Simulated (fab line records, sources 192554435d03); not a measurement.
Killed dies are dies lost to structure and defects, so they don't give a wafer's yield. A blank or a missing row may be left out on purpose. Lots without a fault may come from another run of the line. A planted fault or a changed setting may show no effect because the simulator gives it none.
Which tool did it? | flow n5_finfet | 11 lots, 33 wafers sampled, at 4 steps of a route of 1938

WHAT THE GAUGES READ, wafer by wafer
N5_PASSIVATION_OVL_MEAS_63.
lot  | measured     | on         | PAD_OVL (nm)
L508 | day 14 14:44 | overlay-02 | 3 3 -1
L510 | day 12 19:40 | overlay-01 | -2 -4 -6
L509 | day 13 08:57 | overlay-02 | -1 4 4
L511 | day 13 07:32 | overlay-01 | -11 -8 -8
L512 | day 14 05:13 | overlay-01 | -15 -11 -14
L513 | day 13 23:26 | overlay-01 | -5 -7 -5
L517 | day 15 01:07 | overlay-02 | -3 -2 1
L524 | day 17 08:35 | overlay-01 | -13 -11 -10
L527 | day 18 03:13 | overlay-02 | -12 -12 -6
L528 | day 18 15:40 | overlay-02 | -9 -7 -8
L529 | day 18 15:31 | overlay-01 | -8 -3 -6

WHICH TOOL RAN EACH LOT (tool, then ch and the chambers of the sampled wafers, then the start)
lot  | N5_DUMMY_REMOVAL_PRECLEAN_08       | N5_MIM_BOT_ETCH_STRIP_01           | N5_PASSIVATION_AL_DEP_21
L508 | remote_plasma-02 ch 1, day 4 02:50 | rie_diel-03 ch 0,3, day 14 11:47   | pvd_sputter-02, day 14 14:14
L510 | remote_plasma-02 ch 1, day 4 11:43 | rie_diel-03 ch 0,1,3, day 12 15:52 | pvd_sputter-01, day 12 19:02
L509 | remote_plasma-02 ch 1, day 4 16:02 | rie_diel-05 ch 1,2,3, day 13 04:07 | pvd_sputter-01, day 13 08:26
L511 | remote_plasma-02 ch 0, day 4 23:01 | rie_diel-03 ch 1,2, day 13 00:13   | pvd_sputter-03, day 13 06:55
L512 | remote_plasma-02 ch 0, day 5 01:20 | rie_diel-01 ch 0,2, day 14 01:47   | pvd_sputter-01, day 14 04:35
L513 | remote_plasma-01 ch 1, day 5 05:50 | rie_diel-01 ch 1,3, day 13 20:26   | pvd_sputter-01, day 13 22:48
L517 | remote_plasma-02 ch 0, day 6 04:44 | rie_diel-01 ch 0,2,3, day 14 21:18 | pvd_sputter-01, day 15 00:29
L524 | remote_plasma-01 ch 1, day 7 19:53 | rie_diel-01 ch 0,1, day 17 05:30   | pvd_sputter-01, day 17 07:58
L527 | remote_plasma-02 ch 1, day 8 15:51 | rie_diel-01 ch 0,1,2, day 17 23:35 | pvd_sputter-02, day 18 02:43
L528 | remote_plasma-02 ch 1, day 8 23:40 | rie_diel-01 ch 0,1,2, day 18 10:40 | pvd_sputter-01, day 18 14:56
L529 | remote_plasma-02 ch 0, day 9 06:39 | rie_diel-05 ch 0,1,3, day 18 10:56 | pvd_sputter-03, day 18 14:53
- N5_DUMMY_REMOVAL_PRECLEAN_08: cleans in NF3:NH3, afs cycles 2, time 20 s, sublimation time 60 s.
- N5_MIM_BOT_ETCH_STRIP_01: strips in O2.
- N5_PASSIVATION_AL_DEP_21: deposits Al, target thk 2800 nm, time 170 s.

THE ANSWER, worked out from the rows above alone
Rule: what is usual is taken from the lots themselves. Put in order of their means at a reading, lots are off if they are a third of the lots or fewer, leave a main group of 4 or more, and stand apart from it by a gap of 3 or more times the standard deviation of the main group's means; of several such gaps the widest counts. A main group whose means are all the same, to the digits that the tables above print for the reading, isn't used. A lot without any number at a reading at which 4 lots or more have one is off too. The other lots that the step has rows for count as sound.
No lot is off at any reading shown: from this, nothing can be told.

WHAT THE SIMULATOR HAD PUT IN
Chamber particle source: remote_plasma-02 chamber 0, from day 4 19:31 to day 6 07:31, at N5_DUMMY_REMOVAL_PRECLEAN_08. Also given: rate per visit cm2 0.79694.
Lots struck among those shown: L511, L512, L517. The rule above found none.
